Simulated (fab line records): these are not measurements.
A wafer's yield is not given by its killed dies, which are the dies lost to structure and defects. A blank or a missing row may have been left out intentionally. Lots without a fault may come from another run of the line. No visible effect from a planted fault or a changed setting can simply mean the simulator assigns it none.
Chamber matching + flow nand harc + pecvd-03 running NHARC_P_M1_PRE_CLEAN_32: 3 sister chambers
The step time 12 s. 6 wafers are shown with their chamber, then 7 later ones without.

## EACH WAFER AND ITS CHAMBER
| wafer  | chamber | heater power w (W) |
|--------|---------|--------------------|
| L092.1 | 0       | 591                |
| L094.2 | 2       | 561                |
| L094.4 | 0       | 623                |
| L094.5 | 1       | 590                |
| L095.1 | 1       | 660                |
| L095.4 | 2       | 608                |

## WAFERS WHOSE CHAMBER IS MISSING
| wafer  | heater power w (W) |
|--------|--------------------|
| L095.5 | 680                |
| L097.1 | 598                |
| L097.2 | 581                |
| L097.3 | 639                |
| L096.2 | 594                |
| L096.4 | 511                |
| L096.5 | 560                |

## WHICH CHAMBER EACH ONE RAN IN
| wafer  | from the rows above          | in truth |
|--------|------------------------------|----------|
| L095.5 | can't be placed: 1 or 0 or 2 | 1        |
| L097.1 | can't be placed: 0 or 2 or 1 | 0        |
| L097.2 | can't be placed: 2 or 0 or 1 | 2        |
| L097.3 | can't be placed: 1 or 0 or 2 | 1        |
| L096.2 | can't be placed: 2 or 0 or 1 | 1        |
| L096.4 | can't be placed: 2 or 0 or 1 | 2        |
| L096.5 | can't be placed: 2 or 0 or 1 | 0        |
0 of 7 placed correctly. Unplaceable from these rows: 7, with the true chamber sitting among the candidates in 7. 0 placed wrongly.
How it was worked out, from the rows above alone: a wafer's distance from a chamber is the root of the sum, over the readings, of the square of ((its reading less the chamber's mean) divided by the reading's scatter). If the next closest chamber is less than 2 further off than the closest, the wafer can't be placed; otherwise it belongs to the closest. The mean given for a chamber averages the wafers shown for that chamber. How the scatter is found: for the shown wafers, subtract from each reading the mean of its chamber, square and add these, divide the total by (wafers less chambers), then take the root.
